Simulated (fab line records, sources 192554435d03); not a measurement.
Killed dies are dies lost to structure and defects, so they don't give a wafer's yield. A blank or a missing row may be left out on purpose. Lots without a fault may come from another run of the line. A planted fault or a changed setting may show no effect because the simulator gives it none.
Chamber matching | flow n5_finfet | N5_BEOL_M4_DEP_57 on pecvd-02: 3 sister chambers
The step deposits SiCN from 3MS/NH3, target thk 8 nm, time 14 s. 3 wafers are shown with their chamber, then 12 later ones without.

WAFERS WITH THEIR CHAMBER
wafer  | chamber | throttle_valve_pct (%)
L085.6 | 0       | 10.0
L084.1 | 1       | 9.8
L084.6 | 2       | 8.4

WAFERS WITHOUT THEIR CHAMBER
wafer  | throttle_valve_pct (%)
L088.2 | 8.3
L088.5 | 9.5
L088.6 | 8.4
L089.1 | 8.2
L089.4 | 9.8
L089.6 | 9.4
L090.2 | 10.1
L090.3 | 9.7
L090.6 | 8.7
L092.2 | 8.4
L092.4 | 8.3
L092.5 | 10.1

WHICH CHAMBER EACH WENT THROUGH
wafer  | from the rows above     | in truth
L088.2 | 2                       | 2
L088.5 | can't be placed: 1 or 0 | 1
L088.6 | 2                       | 2
L089.1 | 2                       | 2
L089.4 | can't be placed: 1 or 0 | 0
L089.6 | can't be placed: 1 or 0 | 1
L090.2 | can't be placed: 0 or 1 | 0
L090.3 | can't be placed: 1 or 0 | 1
L090.6 | 2                       | 2
L092.2 | 2                       | 2
L092.4 | 2                       | 2
L092.5 | can't be placed: 0 or 1 | 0
Placed correctly: 6 of 12. Can't be placed from these rows: 6 (the true chamber is among the candidates in 6). Placed wrongly: 0.
How it was worked out, from the rows above alone: a wafer's distance from a chamber is the root of the sum, over the readings, of the square of ((its reading less the chamber's mean) divided by the reading's scatter). The wafer belongs to the nearest chamber; if the next one is less than 2 further off, it can't be placed. A chamber's mean is the mean of its shown wafers. The scatter: with one shown wafer a chamber, the root of the mean of the squares of how far each hidden wafer lies from its nearest shown one.
